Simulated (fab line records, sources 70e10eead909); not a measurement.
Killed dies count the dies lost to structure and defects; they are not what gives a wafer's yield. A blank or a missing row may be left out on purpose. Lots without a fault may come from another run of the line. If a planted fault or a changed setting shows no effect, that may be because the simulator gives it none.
Chamber matching || flow nand_harc || NHARC_A_CONTACT_ALD_18 on ald_metal-03: 4 sister chambers
The step deposits TiN, target thk 3 nm, pulse time 1 s, ald cycles 150. 8 wafers are shown with their chamber, then 8 later ones without.

## WAFERS WITH THEIR CHAMBER
{"wafer": "L082.4", "chamber": 3, "heater_power_outer_w (W)": 661, "heater_power_w (W)": 1019}
{"wafer": "L084.3", "chamber": 1, "heater_power_outer_w (W)": 732, "heater_power_w (W)": 1040}
{"wafer": "L084.4", "chamber": 0, "heater_power_outer_w (W)": 502, "heater_power_w (W)": 830}
{"wafer": "L084.5", "chamber": 1, "heater_power_outer_w (W)": 726, "heater_power_w (W)": 1025}
{"wafer": "L088.2", "chamber": 0, "heater_power_outer_w (W)": 517, "heater_power_w (W)": 856}
{"wafer": "L088.3", "chamber": 2, "heater_power_outer_w (W)": 656, "heater_power_w (W)": 968}
{"wafer": "L088.4", "chamber": 3, "heater_power_outer_w (W)": 669, "heater_power_w (W)": 1027}
{"wafer": "L090.4", "chamber": 2, "heater_power_outer_w (W)": 655, "heater_power_w (W)": 966}

## WAFERS WITHOUT THEIR CHAMBER
{"wafer": "L090.5", "heater_power_outer_w (W)": 506, "heater_power_w (W)": 869}
{"wafer": "L090.6", "heater_power_outer_w (W)": 667, "heater_power_w (W)": 1005}
{"wafer": "L091.1", "heater_power_outer_w (W)": 675, "heater_power_w (W)": 956}
{"wafer": "L091.3", "heater_power_outer_w (W)": 510, "heater_power_w (W)": 819}
{"wafer": "L091.5", "heater_power_outer_w (W)": 648, "heater_power_w (W)": 986}
{"wafer": "L093.2", "heater_power_outer_w (W)": 646, "heater_power_w (W)": 955}
{"wafer": "L093.4", "heater_power_outer_w (W)": 522, "heater_power_w (W)": 837}
{"wafer": "L093.5", "heater_power_outer_w (W)": 680, "heater_power_w (W)": 970}

## WHICH CHAMBER EACH WENT THROUGH
{"wafer": "L090.5", "from the rows above": 0, "in truth": 0}
{"wafer": "L090.6", "from the rows above": 3, "in truth": 3}
{"wafer": "L091.1", "from the rows above": 2, "in truth": 2}
{"wafer": "L091.3", "from the rows above": 0, "in truth": 0}
{"wafer": "L091.5", "from the rows above": 2, "in truth": 2}
{"wafer": "L093.2", "from the rows above": 2, "in truth": 2}
{"wafer": "L093.4", "from the rows above": 0, "in truth": 0}
{"wafer": "L093.5", "from the rows above": "can't be placed: 2 or 3", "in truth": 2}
7 of 8 placed correctly. Not placeable from these rows: 1 (in 1, the candidates include the true chamber). Number placed wrongly: 0.
How it was worked out, from the rows above alone: a wafer's distance from a chamber is the root of the sum, over the readings, of the square of ((its reading less the chamber's mean) divided by the reading's scatter). The wafer belongs to the nearest chamber; if the next one is less than 2 further off, it can't be placed. The mean given for a chamber averages the wafers shown for that chamber. The scatter: take each reading less its chamber's mean, square it, sum over the shown wafers, divide by the number of wafers less the number of chambers, and take the root.
